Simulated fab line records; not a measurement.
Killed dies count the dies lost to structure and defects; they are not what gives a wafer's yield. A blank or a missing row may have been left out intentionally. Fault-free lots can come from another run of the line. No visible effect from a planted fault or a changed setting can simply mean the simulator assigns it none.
Matching of chambers	flow nand harc	NHARC_A_STAIRCASE_TRIM_229 on rie diel-08: 4 sister chambers
The step chemistry O2, time 211.2 s. 4 wafers are shown with their chamber, then 7 later ones without.

WAFERS, EACH WITH ITS CHAMBER
wafer	chamber	showerhead plenum p Torr (Torr)
L302.2	2	3.37
L310.6	0	3.66
L314.1	3	3.43
L314.3	1	3.61

WAFERS WITH NO CHAMBER GIVEN
wafer	showerhead plenum p Torr (Torr)
L314.6	3.66
L311.3	3.66
L311.4	3.43
L311.5	3.66
L317.2	3.66
L317.3	3.60
L317.6	3.60

THE CHAMBER EACH PASSED THROUGH
wafer	from the rows above	in truth
L314.6	0	0
L311.3	0	0
L311.4	3	3
L311.5	0	0
L317.2	0	0
L317.3	1	1
L317.6	1	1
Placed correctly: 7 of 7. Left unplaced by these rows: 0. 0 placed wrongly.
How it was worked out, from the rows above alone: a wafer's distance from a chamber is the root of the sum, over the readings, of the square of ((its reading less the chamber's mean) divided by the reading's scatter). The wafer belongs to the nearest chamber; if the next one is less than 2 further off, it can't be placed. Each chamber's mean is taken over the wafers shown for it. The scatter: root of mean squared gap, hidden wafer to nearest shown wafer, with one shown wafer a chamber.
